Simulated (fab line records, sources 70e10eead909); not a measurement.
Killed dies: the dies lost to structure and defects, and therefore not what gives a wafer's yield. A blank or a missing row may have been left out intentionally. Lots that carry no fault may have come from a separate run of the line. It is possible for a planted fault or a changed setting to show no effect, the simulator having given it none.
Chamber matching | flow nand harc | 4 sister chambers for NHARC_P_M1_CMP_23 on cmp-01
The step polishes, t overpolish 20 s, target thk 157.82 nm. 4 wafers are shown with their chamber, then 9 later ones without.

== WAFERS, EACH WITH ITS CHAMBER ==
wafer  | chamber | motor current A (A)
L081.1 | 3       | 11.9
L081.6 | 0       | 11.7
L082.4 | 1       | 11.1
L082.6 | 2       | 9.8

== WAFERS MISSING THEIR CHAMBER ==
wafer  | motor current A (A)
L087.2 | 11.4
L087.3 | 12.3
L087.6 | 11.4
L091.1 | 12.6
L091.3 | 10.7
L091.6 | 11.4
L096.1 | 10.8
L096.2 | 12.2
L096.4 | 11.8

== CHAMBER TAKEN BY EACH ==
wafer  | from the rows above          | in truth
L087.2 | can't be placed: 0 or 1 or 3 | 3
L087.3 | can't be placed: 3 or 0      | 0
L087.6 | can't be placed: 0 or 1 or 3 | 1
L091.1 | can't be placed: 3 or 0      | 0
L091.3 | can't be placed: 1 or 2 or 0 | 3
L091.6 | can't be placed: 0 or 1 or 3 | 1
L096.1 | can't be placed: 1 or 0 or 2 | 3
L096.2 | can't be placed: 3 or 0      | 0
L096.4 | can't be placed: 3 or 0 or 1 | 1
0 of 9 placed correctly. These rows do not allow placing 9 (true chamber among the candidates in 7). 0 placed wrongly.
How it was worked out, from the rows above alone: a wafer's distance from a chamber is the root of the sum, over the readings, of the square of ((its reading less the chamber's mean) divided by the reading's scatter). The wafer belongs to the nearest chamber; if the next one is less than 2 further off, it can't be placed. The mean given for a chamber averages the wafers shown for that chamber. The scatter: root of mean squared gap, hidden wafer to nearest shown wafer, with one shown wafer a chamber.
